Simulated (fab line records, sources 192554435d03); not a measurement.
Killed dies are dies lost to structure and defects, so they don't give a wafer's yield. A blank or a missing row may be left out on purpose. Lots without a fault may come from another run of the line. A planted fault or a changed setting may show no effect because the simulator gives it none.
One fault seen from 3 desks | flow n5_finfet | each desk has only its own numbers; what lay behind them comes last

THE TOOL OWNER'S DESK: rie_diel-02
The tool's own readings at N5_BEOL_M4_ETCH_70 (etches SOC in N2/H2, target depth 80 nm, overetch 24 nm, time 130 s): means of the sampled wafers that have a number, for each lot that ran on this tool. A lot is out of limits, marked OUT, if its mean lies more than 4 standard deviations from the usual mean; the brackets give that distance.
Columns: A = drypump_motor_current_A at N5_BEOL_M4_ETCH_70, usual 5.9 A; B = oes_product_au at N5_BEOL_M4_ETCH_70, usual 0.60 a.u.; C = rf_vpp_V at N5_BEOL_M4_ETCH_70, usual 524.0 V; D = run_length_s at N5_BEOL_M4_ETCH_70, usual 153.3 s; E = showerhead_plenum_p_Torr at N5_BEOL_M4_ETCH_70, usual 2.55 Torr; F = throttle_valve_pct at N5_BEOL_M4_ETCH_70, usual 17.72 %
lot  | first seen here | A   | B    | C     | D               | E    | F
L920 | day 8 08:16     | 5.8 | 0.53 | 520.0 | 152.6           | 2.43 | 17.92
L929 | day 10 23:04    | 6.1 | 0.51 | 523.2 | 162.1 (+18) OUT | 2.54 | 17.84
This desk's finding: out of limits on L929; first on L929, day 10 23:04 (run_length_s at N5_BEOL_M4_ETCH_70). In limits: L920.

THE DEFECT DESK
What the inspections along the route counted, lot by lot: means of the sampled wafers that have a number. A lot is out of limits, marked OUT, if its mean lies more than 4 standard deviations from the usual mean; the brackets give that distance.
Columns: A = raw_defect_count at N5_BEOL_M4_INSPECT_30, usual 404
lot  | first seen here | A
L920 | day 8 05:16     | 358
L922 | day 8 14:02     | 477
L929 | day 10 15:44    | 232
L938 | day 13 04:35    | 323
L941 | day 13 14:47    | 371
This desk's finding: nothing out of limits on any of the 5 lots.

THE METROLOGY DESK
What the gauges read, lot by lot, whatever tool the lot ran on: means of the sampled wafers that have a number. A lot is out of limits, marked OUT, if its mean lies more than 4 standard deviations from the usual mean; the brackets give that distance. Of its 12 readings 7 are shown: those that lie furthest out on some lot.
Columns: A = cd_nm at N5_BEOL_M4_CD_MEAS_28, usual 26.27 nm; B = DIBL_N at N5_BEOL_M4_RC_MEAS_101, usual 36.0 mV/V; C = IOFF_N at N5_BEOL_M4_RC_MEAS_101, usual 0.15 nA/um; D = IOFF_P at N5_BEOL_M4_RC_MEAS_101, usual 0.20 nA/um; E = ION_P at N5_BEOL_M4_RC_MEAS_101, usual 460 uA/um; F = SS_N at N5_BEOL_M4_RC_MEAS_101, usual 71.5 mV/dec; G = VT_P at N5_BEOL_M4_RC_MEAS_101, usual -251 mV
lot  | first seen here | A     | B    | C    | D    | E   | F    | G
L920 | day 8 05:10     | 26.22 | 38.2 | 0.19 | 0.21 | 452 | 73.1 | -250
L922 | day 8 13:56     | 26.56 | 36.9 | 0.18 | 0.25 | 469 | 72.0 | -245
L929 | day 10 15:39    | 26.48 | 37.1 | 0.16 | 0.23 | 466 | 72.1 | -246
L938 | day 13 04:29    | 26.78 | 35.6 | 0.14 | 0.19 | 461 | 71.3 | -254
L941 | day 13 14:42    | 26.21 | 36.3 | 0.16 | 0.21 | 457 | 71.5 | -252
This desk's finding: nothing out of limits on any of the 5 lots.

PUT TOGETHER
The tool owner's desk could have raised an alarm at day 10 23:04, on L929.
The defect desk saw nothing out of limits.
The metrology desk saw nothing out of limits.
The defect desk has L929 on record, within its limits.
The metrology desk has L929 on record, within its limits.
Of the lots named, all ran N5_BEOL_M4_ETCH_70 on rie_diel-02.

WHAT THE SIMULATOR HAD PUT IN
Process parameter drift: rie_diel-02, from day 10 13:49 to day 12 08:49, at N5_BEOL_M4_ETCH_70. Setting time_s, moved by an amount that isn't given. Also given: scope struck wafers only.
Lots struck among those shown: L929.
Hours from the fault's start to each desk's first reading out of limits: the tool owner's desk, 9.
